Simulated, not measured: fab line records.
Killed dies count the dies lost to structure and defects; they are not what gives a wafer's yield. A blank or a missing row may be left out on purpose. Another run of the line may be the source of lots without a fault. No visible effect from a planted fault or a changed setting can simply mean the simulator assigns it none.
The tool behind it: which one? || flow nand harc || 36 wafers sampled from 12 lots at 1 step of a route of 1302

WHAT THE GAUGES SHOWED, per wafer
NHARC_A_ONON_D1_THK_MEAS_21: measures by ellipsometry.
{"lot": "L075", "measured": "day 8 14:57", "on": "film metro-01", "thk nm (nm)": "1014 1015 1013"}
{"lot": "L077", "measured": "day 9 03:35", "on": "film metro-01", "thk nm (nm)": "992 990 991"}
{"lot": "L079", "measured": "day 10 06:23", "on": "film metro-01", "thk nm (nm)": "991 992 994"}
{"lot": "L082", "measured": "day 11 12:47", "on": "film metro-01", "thk nm (nm)": "985 986 985"}
{"lot": "L083", "measured": "day 12 03:09", "on": "film metro-01", "thk nm (nm)": "995 996 993"}
{"lot": "L085", "measured": "day 12 19:38", "on": "film metro-01", "thk nm (nm)": "1006 1007 1005"}
{"lot": "L087", "measured": "day 13 15:01", "on": "film metro-02", "thk nm (nm)": "993 993 995"}
{"lot": "L089", "measured": "day 14 17:36", "on": "film metro-02", "thk nm (nm)": "984 984 983"}
{"lot": "L091", "measured": "day 15 04:10", "on": "film metro-01", "thk nm (nm)": "999 1001 1000"}
{"lot": "L094", "measured": "day 16 07:05", "on": "film metro-02", "thk nm (nm)": "1007 1007 1004"}
{"lot": "L095", "measured": "day 16 21:44", "on": "film metro-01", "thk nm (nm)": "1000 1002 1000"}
{"lot": "L097", "measured": "day 18 02:26", "on": "film metro-01", "thk nm (nm)": "1010 1010 1011"}

WHICH TOOL RAN EACH LOT (tool, then ch and the chambers of the sampled wafers, then the start)
The record holds no process step before these readings.

THE ANSWER, worked out from the rows above alone
Rule: what is usual is taken from the lots themselves. The widest of any qualifying gaps counts: lots, ordered by their means at a reading, are off when they make up no more than a third of the lots, leave a main group of 4 or more, and stand apart from it by 3 or more times the standard deviation of that group's means. Not used: any main group whose means are identical at the precision the tables above print for the reading. Also off: a lot with no number at a reading for which 4 or more lots have one. All remaining lots with rows at the step are treated as sound.
No lot is off on any of the readings shown, so nothing can be concluded from this.

WHAT HAD BEEN PUT IN BY THE SIMULATOR
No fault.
